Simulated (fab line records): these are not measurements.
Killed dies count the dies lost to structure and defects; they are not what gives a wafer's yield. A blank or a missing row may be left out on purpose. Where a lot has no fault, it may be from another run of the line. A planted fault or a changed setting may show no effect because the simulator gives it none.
Chamber matching + flow n5Finfet + 4 sister chambers for N5_MOL_CONTACT_COAG_DESCUM_45 on rieDiel-01
The step chemistry O2, time 7 s. 20 wafers are shown with their chamber, then 10 later ones without.

== WAFERS, EACH WITH ITS CHAMBER ==
| wafer  | chamber | drypumpMotorCurrentA (A) | showerheadPlenumPTorr (Torr) | throttleValvePct (%) |
|--------|---------|--------------------------|------------------------------|----------------------|
| L074.1 | 2       | 5.1                      | 2.04                         | 20.36                |
| L074.3 | 0       | 5.6                      | 2.04                         | 20.60                |
| L074.5 | 2       | 5.1                      | 2.04                         | 20.38                |
| L076.2 | 2       | 5.1                      | 2.04                         | 20.38                |
| L076.3 | 3       | 6.5                      | 2.25                         | 20.64                |
| L076.5 | 1       | 5.8                      | 2.07                         | 20.35                |
| L080.1 | 1       | 5.8                      | 2.07                         | 20.36                |
| L080.3 | 3       | 6.4                      | 2.24                         | 20.67                |
| L080.4 | 3       | 6.4                      | 2.24                         | 20.67                |
| L082.1 | 2       | 5.1                      | 2.04                         | 20.00                |
| L082.4 | 3       | 6.4                      | 2.24                         | 20.68                |
| L082.6 | 2       | 5.1                      | 2.04                         | 20.00                |
| L085.2 | 3       | 6.5                      | 2.24                         | 20.68                |
| L085.4 | 1       | 5.8                      | 2.06                         | 20.39                |
| L085.6 | 0       | 5.6                      | 2.03                         | 20.25                |
| L086.2 | 0       | 5.6                      | 2.03                         | 20.27                |
| L086.4 | 2       | 5.1                      | 2.03                         | 20.01                |
| L086.5 | 3       | 6.5                      | 2.24                         | 20.70                |
| L090.1 | 0       | 5.6                      | 2.03                         | 20.26                |
| L090.4 | 0       | 5.7                      | 2.03                         | 20.28                |

SIGNATURES (averages over the wafers above)
| reading               | chamber 0 | chamber 1 | chamber 2 | chamber 3 | scatter within a chamber |
|-----------------------|-----------|-----------|-----------|-----------|--------------------------|
| drypumpMotorCurrentA  | 5.620     | 5.800     | 5.100     | 6.450     | 0.0379                   |
| showerheadPlenumPTorr | 2.0320    | 2.0667    | 2.0383    | 2.2417    | 0.00443                  |
| throttleValvePct      | 20.3320   | 20.3667   | 20.1883   | 20.6733   | 0.137                    |
Rule: a wafer's distance from a chamber is the root of the sum, over the readings, of the square of ((its reading less the chamber's mean) divided by the reading's scatter). The wafer belongs to the nearest chamber; if the next one is less than 2 further off, it can't be placed. The scatter: take each reading less its chamber's mean, square it, sum over the shown wafers, divide by the number of wafers less the number of chambers, and take the root.

== WAFERS WITH NO CHAMBER GIVEN ==
| wafer  | drypumpMotorCurrentA (A) | showerheadPlenumPTorr (Torr) | throttleValvePct (%) |
|--------|--------------------------|------------------------------|----------------------|
| L090.6 | 6.5                      | 2.23                         | 20.69                |
| L092.2 | 6.4                      | 2.23                         | 20.70                |
| L092.3 | 5.8                      | 2.06                         | 20.42                |
| L092.5 | 6.5                      | 2.23                         | 20.70                |
| L093.2 | 5.8                      | 2.06                         | 20.42                |
| L093.4 | 6.5                      | 2.23                         | 20.70                |
| L093.6 | 5.8                      | 2.06                         | 20.42                |
| L096.1 | 5.1                      | 2.03                         | 20.03                |
| L096.3 | 5.8                      | 2.05                         | 20.45                |
| L096.4 | 5.7                      | 2.03                         | 20.27                |

== WHICH CHAMBER EACH ONE RAN IN ==
| wafer  | from the rows above | in truth |
|--------|---------------------|----------|
| L090.6 | 3                   | 3        |
| L092.2 | 3                   | 3        |
| L092.3 | 1                   | 1        |
| L092.5 | 3                   | 3        |
| L093.2 | 1                   | 1        |
| L093.4 | 3                   | 3        |
| L093.6 | 1                   | 1        |
| L096.1 | 2                   | 2        |
| L096.3 | 1                   | 1        |
| L096.4 | 0                   | 0        |
Correctly placed: 10 of 10. Number that these rows cannot place: 0. Placed wrongly: 0.
